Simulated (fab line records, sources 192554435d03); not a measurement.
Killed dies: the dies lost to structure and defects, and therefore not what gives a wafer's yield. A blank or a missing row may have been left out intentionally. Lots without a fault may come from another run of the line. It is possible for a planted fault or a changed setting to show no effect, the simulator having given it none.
A struck lot beside a sound one || flow n5-finfet || 18 out of 1938 route steps
Sound: these wafers, L829.1, L829.4, L829.6. Struck: wafer L837.5 (left out: L837.6, a lot-mate that was not struck); the cause follows at the end.
Each step with rows lists, per side, the tool, then ch with its chambers, then its first start. Under that, the readings that differ: sound wafers || struck wafers || difference of the means || sigmas: that difference in standard deviations of wafers without a fault.
alike: a reading whose means differ by less than 2 such deviations, as well as words and numbers matching on both sides. not compared: withheld readings; readings where some wafer has no value; bounds like >300 that might hide an equal value; numbers whose values overlap and for which the record gives no deviation.
The two part at a step that has a row with sigmas, a row that says differs or no value, or rows on one side only. Numbers that don't overlap but have no deviation are shown without sigmas and don't part them. A reading missing from all wafers of one side parts the sides only when that side holds two or more wafers.

N5_BEOL_M4_ANNEAL_82: time 240 s.
  sound on pvd-sputter-02, day 9 05:52; struck on pvd-sputter-03, day 10 16:28
  alike: heater-power-w
then, 1 step without rows for these wafers: N5_BEOL_M4_SPUTTER_86 (material Cu, target thk 4.5 nm, time 8.29 s).
N5_BEOL_M4_ANNEAL_87: time 240 s.
  sound on pvd-sputter-02, day 9 06:05; struck on pvd-sputter-03, day 10 16:41
  alike: heater-power-w
then, 4 steps without rows for these wafers: N5_BEOL_M4_SPUTTER_88 (material Cu, target thk 4.5 nm, time 8.29 s); N5_BEOL_M4_ANNEAL_89 (time 240 s); N5_BEOL_M4_SPUTTER_90 (material Cu, target thk 4.5 nm, time 8.29 s); N5_BEOL_M4_ANNEAL_91 (time 240 s).
N5_BEOL_M4_SPUTTER_92: material Cu, target thk 4.5 nm, time 8.29 s.
  sound on pvd-sputter-02, day 9 06:40; struck on pvd-sputter-03, day 10 17:14
  alike: throttle-valve-pct
then, 2 steps without rows for these wafers: N5_BEOL_M4_ANNEAL_93 (time 240 s); N5_BEOL_M4_SPUTTER_94 (material Cu, target thk 4.5 nm, time 8.29 s).
N5_BEOL_M4_ANNEAL_95: time 240 s.
  sound on pvd-sputter-02, day 9 06:58; struck on pvd-sputter-03, day 10 17:34
  alike: heater-power-w
N5_BEOL_M4_SPUTTER_96: material Cu, target thk 4.5 nm, time 8.29 s.
  sound on pvd-sputter-02, day 9 07:06; struck on pvd-sputter-03, day 10 17:41
  alike: throttle-valve-pct
N5_BEOL_M4_ECD_50: material Cu, target thk 300 nm.
  sound on ecd-cu-02 ch 0,1, day 9 07:13; struck on ecd-cu-01 ch 1, day 10 17:48
{"reading": "model.Cu_of_BEOL_M4_ECD_50.thk-nm (nm)", "sound": "299.6 301.6 304.2", "struck": 390, "difference": "+88", "sigmas": ""}
then, 1 step without rows for these wafers: N5_BEOL_M4_ANNEAL_51 (time 90 s).
N5_BEOL_M4_CMP_52: polishes, stops on SiOC, t overpolish 6.8 s, target thk 40 nm.
  sound on cmp-01 ch 1,3, day 9 07:37; struck on cmp-03 ch 1, day 10 18:17
{"reading": "time-to-endpoint-s (s)", "sound": "64 62 62", "struck": 80, "difference": "+17", "sigmas": "+5"}
  alike: motor-current-A, slurry-flow-ml-min
N5_BEOL_M4_THK_MEAS_53: measures by xrf.
  sound on film-metro-01, day 9 07:55; struck on film-metro-02, day 10 18:26
  alike: M4_THK
N5_BEOL_M4_RC_MEAS_101:
  sound on prober-02 ch 0, day 9 08:13; struck on prober-02 ch 0, day 10 19:22
  alike: DIBL_N, DIBL_P, IOFF_N, IOFF_P, ION_N, ION_P, SS_N, SS_P, VT_N, VT_P
N5_PASSIVATION_PROBE_49:
  rows exist in the record for the sound wafers here (prober-02, day 14 06:10), none for the struck ones

## WHERE THEY PART
Earliest at N5_BEOL_M4_CMP_52; latest, in this record, at N5_PASSIVATION_PROBE_49.

WHY: what had been put in by the simulator
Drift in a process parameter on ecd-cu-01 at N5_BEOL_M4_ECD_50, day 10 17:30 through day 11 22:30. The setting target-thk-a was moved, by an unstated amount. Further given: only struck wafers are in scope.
